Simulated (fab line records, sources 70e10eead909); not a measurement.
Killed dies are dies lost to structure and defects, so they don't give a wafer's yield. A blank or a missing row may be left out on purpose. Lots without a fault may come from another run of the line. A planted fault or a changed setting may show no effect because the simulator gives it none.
Which tool did it? | flow nand_harc | 14 lots, 42 wafers sampled, at 5 steps of a route of 1302

WHAT THE GAUGES READ, wafer by wafer
NHARC_A_M1_CD_MEAS_09: target cd 120 nm.
lot  | measured     | on        | cd_nm (nm)
L538 | day 23 09:03 | cd_sem-03 | 120.3 120.4 119.9
L539 | day 23 11:32 | cd_sem-03 | 119.2 119.4 120.6
L542 | day 23 22:45 | cd_sem-01 | 120.5 121.3 120.6
L540 | day 24 01:13 | cd_sem-02 | 120.2 119.8 120.4
L541 | day 24 09:34 | cd_sem-01 | 120.0 120.7 120.9
L543 | day 25 16:48 | cd_sem-01 | 119.8 119.5 120.2
L552 | day 28 22:40 | cd_sem-03 | 101.4 101.4 100.5 101.3 101.3 100.4
L553 | day 29 04:25 | cd_sem-03 | 104.7 104.6 105.5 104.3 104.1 105.0
L554 | day 30 01:31 | cd_sem-01 | 120.2 119.8 120.4
L556 | day 30 03:19 | cd_sem-02 | 119.6 120.0 120.3
L557 | day 31 08:26 | cd_sem-02 | 119.5 120.1 120.5
L558 | day 31 14:59 | cd_sem-03 | 119.0 120.3 119.4
L560 | day 32 02:23 | cd_sem-03 | 119.5 119.6 119.5
L561 | day 32 03:29 | cd_sem-02 | 119.1 120.0 119.8

WHICH TOOL RAN EACH LOT (tool, then ch and the chambers of the sampled wafers, then the start)
lot  | NHARC_A_BLC_STRIP_21               | NHARC_A_BLC_CMP_25            | NHARC_A_M0_ETCH_15                            | NHARC_A_M1_EXPOSE_06
L538 | rie_diel-06 ch 0,1, day 23 02:23   | cmp-04 ch 1,2,3, day 23 03:46 | rie_diel-07 ch 0,3, day 23 08:55 or earlier   | arfi_scanner-01 ch 0, day 23 08:55
L539 | rie_diel-06 ch 1,2, day 23 04:55   | cmp-02 ch 1,2, day 23 06:19   | rie_diel-07 ch 1,2,3, day 23 11:24 or earlier | arfi_scanner-03 ch 0, day 23 11:24
L542 | rie_diel-08 ch 1,3, day 23 15:58   | cmp-02 ch 0,2,3, day 23 17:22 | rie_diel-01 ch 0,3, day 23 22:37 or earlier   | arfi_scanner-02 ch 0, day 23 22:37
L540 | rie_diel-09 ch 0,2,3, day 23 18:16 | cmp-02 ch 0,1,2, day 23 19:40 | rie_diel-05 ch 0,1,3, day 24 01:05 or earlier | arfi_scanner-01 ch 0, day 24 01:05
L541 | rie_diel-08 ch 1,2,3, day 24 02:56 | cmp-01 ch 0,1,3, day 24 04:23 | rie_diel-05 ch 0,2,3, day 24 09:26 or earlier | arfi_scanner-03 ch 0, day 24 09:26
L543 | rie_diel-06 ch 0,1,2, day 25 10:16 | cmp-04 ch 0,1,3, day 25 11:44 | rie_diel-07 ch 0,1,2, day 25 16:40 or earlier | arfi_scanner-03 ch 0, day 25 16:40
L552 | rie_diel-09 ch 0,1,2, day 28 15:44 | cmp-04 ch 0,3, day 28 17:07   | rie_diel-05 ch 1,2, day 28 22:32 or earlier   | arfi_scanner-01 ch 0, day 28 22:32
L553 | rie_diel-09 ch 0,2, day 28 21:33   | cmp-01 ch 0,1,2, day 28 22:57 | rie_diel-01 ch 0,1,3, day 29 04:16 or earlier | arfi_scanner-01 ch 0, day 29 04:16
L554 | rie_diel-09 ch 0,3, day 29 18:51   | cmp-01 ch 0,1,2, day 29 20:20 | rie_diel-07 ch 2,3, day 30 01:22 or earlier   | arfi_scanner-03 ch 0, day 30 01:22
L556 | rie_diel-08 ch 1,2,3, day 29 20:37 | cmp-02 ch 0,1, day 29 22:01   | rie_diel-05 ch 2,3, day 30 03:10 or earlier   | arfi_scanner-03 ch 0, day 30 03:10
L557 | rie_diel-08 ch 0,2,3, day 31 01:35 | cmp-01 ch 0,1,2, day 31 03:05 | rie_diel-05 ch 0,1,2, day 31 08:19 or earlier | arfi_scanner-02 ch 0, day 31 08:19
L558 | rie_diel-06 ch 0,2,3, day 31 07:45 | cmp-02 ch 1,2, day 31 09:35   | rie_diel-07 ch 0,1,3, day 31 14:50 or earlier | arfi_scanner-02 ch 0, day 31 14:50
L560 | rie_diel-08 ch 1,2,3, day 31 19:44 | cmp-01 ch 1,2, day 31 21:08   | rie_diel-05 ch 0,1,2, day 32 02:14 or earlier | arfi_scanner-02 ch 0, day 32 02:14
L561 | rie_diel-08 ch 1,2,3, day 31 20:46 | cmp-01 ch 0,2,3, day 31 22:12 | rie_diel-05 ch 2,3, day 32 03:21 or earlier   | arfi_scanner-02 ch 0, day 32 03:21
- NHARC_A_BLC_STRIP_21: strips in O2.
- NHARC_A_BLC_CMP_25: polishes, t overpolish 30 s, target thk 150 nm.
- NHARC_A_M0_ETCH_15: etches the open film in C4F8/Ar, target depth 150 nm, overetch 15 nm, time 82.5 s.
- NHARC_A_M1_EXPOSE_06: exposes mask A M1, target cd 120 nm.

WHAT THE TOOLS THEMSELVES READ (means of the sampled wafers that have a number; where no wafer has one, the mark that the record gives instead)
NHARC_A_BLC_STRIP_21.
lot  | tool        | drypump_motor_current_A (A) | oes_product_au (a.u.) | rf_vpp_V (V) | showerhead_plenum_p_Torr (Torr) | throttle_valve_pct (%)
L538 | rie_diel-06 | 6.4                         | 0.992                 | 58.0         | 3.32                            | 17.051
L539 | rie_diel-06 | 6.1                         | 1.006                 | 57.2         | 3.40                            | 17.037
L542 | rie_diel-08 | 6.2                         | 0.995                 | 56.9         | 3.47                            | 17.041
L540 | rie_diel-09 | 5.4                         | 1.002                 | 57.6         | 3.48                            | 17.042
L541 | rie_diel-08 | 6.1                         | 0.990                 | 58.2         | 3.49                            | 17.037
L543 | rie_diel-06 | 6.3                         | 1.000                 | 57.7         | 3.38                            | 17.032
L552 | rie_diel-09 | 5.5                         | 0.992                 | 58.0         | 3.47                            | 17.036
L553 | rie_diel-09 | 5.2                         | 0.989                 | 56.8         | 3.40                            | 17.045
L554 | rie_diel-09 | 5.4                         | 1.003                 | 57.6         | 3.47                            | 17.030
L556 | rie_diel-08 | 6.0                         | 0.996                 | 58.5         | 3.49                            | 17.030
L557 | rie_diel-08 | 5.6                         | 0.994                 | 58.8         | 3.50                            | 17.046
L558 | rie_diel-06 | 5.9                         | 1.000                 | 58.1         | 3.38                            | 17.032
L560 | rie_diel-08 | 6.1                         | 0.999                 | 57.7         | 3.49                            | 17.034
L561 | rie_diel-08 | 6.0                         | 1.003                 | 57.8         | 3.49                            | 17.036

NHARC_A_BLC_CMP_25.
lot  | tool   | motor_current_A (A) | overpolish_run_s (s) | slurry_flow_ml_min | time_to_endpoint_s (s)
L538 | cmp-04 | 12.0                | 29.996               | 150.0              | 31.7
L539 | cmp-02 | 10.8                | 30.001               | 150.1              | 32.2
L542 | cmp-02 | 11.6                | 30.004               | 150.0              | 30.7
L540 | cmp-02 | 11.6                | 30.001               | 149.6              | 34.9
L541 | cmp-01 | 13.0                | 29.994               | 149.4              | 30.2
L543 | cmp-04 | 11.7                | 30.004               | 150.0              | 27.2
L552 | cmp-04 | 11.5                | 30.002               | 150.4              | 29.1
L553 | cmp-01 | 12.3                | 30.005               | 150.1              | 29.2
L554 | cmp-01 | 12.0                | 30.006               | 150.0              | 31.6
L556 | cmp-02 | 11.3                | 30.002               | 149.8              | 35.8
L557 | cmp-01 | 12.6                | 30.007               | 149.8              | 30.8
L558 | cmp-02 | 10.6                | 30.011               | 150.2              | 28.2
L560 | cmp-01 | 11.6                | 29.996               | 150.5              | 30.2
L561 | cmp-01 | 12.8                | 30.011               | 149.9              | 30.2

NHARC_A_M0_ETCH_15.
lot  | tool        | oes_product_au (a.u.) | rf_fwd_power_W (W) | rf_vpp_V (V)
L538 | rie_diel-07 | 0.946                 | 594.7              | 438.3
L539 | rie_diel-07 | 0.956                 | 596.8              | 439.3
L542 | rie_diel-01 | 0.927                 | 596.8              | 441.2
L540 | rie_diel-05 | 0.958                 | 595.5              | 441.4
L541 | rie_diel-05 | 0.938                 | 595.6              | 442.1
L543 | rie_diel-07 | 0.963                 | 593.8              | 437.7
L552 | rie_diel-05 | 0.923                 | 595.3              | 440.5
L553 | rie_diel-01 | 0.936                 | 597.6              | 441.5
L554 | rie_diel-07 | 0.957                 | 593.9              | 437.9
L556 | rie_diel-05 | 0.971                 | 595.6              | 442.6
L557 | rie_diel-05 | 0.923                 | 595.3              | 440.6
L558 | rie_diel-07 | 0.930                 | 594.7              | 438.7
L560 | rie_diel-05 | 0.937                 | 596.9              | 440.5
L561 | rie_diel-05 | 0.923                 | 597.5              | 443.6

NHARC_A_M1_EXPOSE_06.
lot  | tool            | exposure_dose_mJ_cm2
L538 | arfi_scanner-01 | 75.09
L539 | arfi_scanner-03 | 75.11
L542 | arfi_scanner-02 | 75.13
L540 | arfi_scanner-01 | 75.11
L541 | arfi_scanner-03 | 75.14
L543 | arfi_scanner-03 | 75.12
L552 | arfi_scanner-01 | 54.27
L553 | arfi_scanner-01 | 58.35
L554 | arfi_scanner-03 | 75.16
L556 | arfi_scanner-03 | 75.12
L557 | arfi_scanner-02 | 75.13
L558 | arfi_scanner-02 | 75.21
L560 | arfi_scanner-02 | 75.01
L561 | arfi_scanner-02 | 75.11

THE ANSWER, worked out from the rows above alone
Rule: what is usual is taken from the lots themselves. Put in order of their means at a reading, lots are off if they are a third of the lots or fewer, leave a main group of 4 or more, and stand apart from it by a gap of 3 or more times the standard deviation of the main group's means; of several such gaps the widest counts. A main group whose means are all the same, to the digits that the tables above print for the reading, isn't used. A lot without any number at a reading at which 4 lots or more have one is off too. The other lots that the step has rows for count as sound. The gauges are gone through in route order, then the tools' own readings, and for those a lot's mean is taken as printed above. The first step at which some lot is off is used, and at that step the reading that is off furthest; a lot without a number counts as furthest.
Off: L552, L553, at NHARC_A_M1_CD_MEAS_09 (cd_nm). The main group: mean 120.0 nm, standard deviation 0.37.
A tool fits if, at a process step before that reading, it ran every lot that is off, and no sound lot after the first of them. The gauges at NHARC_A_M1_CD_MEAS_09 aren't tried: what is off there is off at NHARC_A_M1_EXPOSE_06 too, on other tools, and a gauge's error can't cause that. NHARC_A_M0_ETCH_15 gives no start for some lots, so the hours and the order of its lots are those of NHARC_A_M1_EXPOSE_06. One fits: arfi_scanner-01 at NHARC_A_M1_EXPOSE_06. Its last sound lot is L540 (day 24 01:05), its first lot that is off L552 (day 28 22:32): a fault that began between those two fits.
The tool's own readings at NHARC_A_M1_EXPOSE_06 bear it out: on the lots that are off they differ by more than 5 times the standard deviation of the sound lots' means. exposure_dose_mJ_cm2 reads 56.31 there against 75.12 on the sound lots.

WHAT THE SIMULATOR HAD PUT IN
Process parameter drift: arfi_scanner-01, from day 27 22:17 on, at NHARC_A_M1_EXPOSE_06. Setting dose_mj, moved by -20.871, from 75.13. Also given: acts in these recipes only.
Lots struck among those shown: L552, L553. The rule above found the same.
